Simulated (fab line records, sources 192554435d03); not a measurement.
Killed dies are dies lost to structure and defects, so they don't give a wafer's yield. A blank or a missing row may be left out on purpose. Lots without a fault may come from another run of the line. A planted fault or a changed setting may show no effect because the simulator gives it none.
Chamber matching | flow n5_finfet | N5_BEOL_M9_DESCUM_16 on rie_diel-02: 4 sister chambers
The step chemistry O2, time 7.9 s. 8 wafers are shown with their chamber, then 7 later ones without.

WAFERS WITH THEIR CHAMBER
wafer  | chamber | showerhead_plenum_p_Torr (Torr) | throttle_valve_pct (%)
L082.3 | 0       | 2.03                            | 20.35
L082.5 | 3       | 2.10                            | 20.43
L082.6 | 2       | 2.15                            | 20.63
L086.1 | 3       | 2.09                            | 20.47
L086.2 | 0       | 2.02                            | 20.38
L086.4 | 1       | 2.03                            | 20.56
L089.1 | 1       | 2.03                            | 20.56
L089.3 | 2       | 2.14                            | 20.65

WAFERS WITHOUT THEIR CHAMBER
wafer  | showerhead_plenum_p_Torr (Torr) | throttle_valve_pct (%)
L089.6 | 2.03                            | 20.57
L093.3 | 2.14                            | 20.67
L093.4 | 2.09                            | 20.48
L093.5 | 2.14                            | 20.66
L096.1 | 2.09                            | 20.49
L096.4 | 2.02                            | 20.42
L096.5 | 2.14                            | 20.67

WHICH CHAMBER EACH WENT THROUGH
wafer  | from the rows above | in truth
L089.6 | 1                   | 1
L093.3 | 2                   | 2
L093.4 | 3                   | 3
L093.5 | 2                   | 2
L096.1 | 3                   | 3
L096.4 | 0                   | 0
L096.5 | 2                   | 2
Placed correctly: 7 of 7. Can't be placed from these rows: 0. Placed wrongly: 0.
How it was worked out, from the rows above alone: a wafer's distance from a chamber is the root of the sum, over the readings, of the square of ((its reading less the chamber's mean) divided by the reading's scatter). The wafer belongs to the nearest chamber; if the next one is less than 2 further off, it can't be placed. A chamber's mean is the mean of its shown wafers. The scatter: the root of (the sum of the squares of (reading less its chamber's mean) over the shown wafers, divided by (wafers less chambers)).
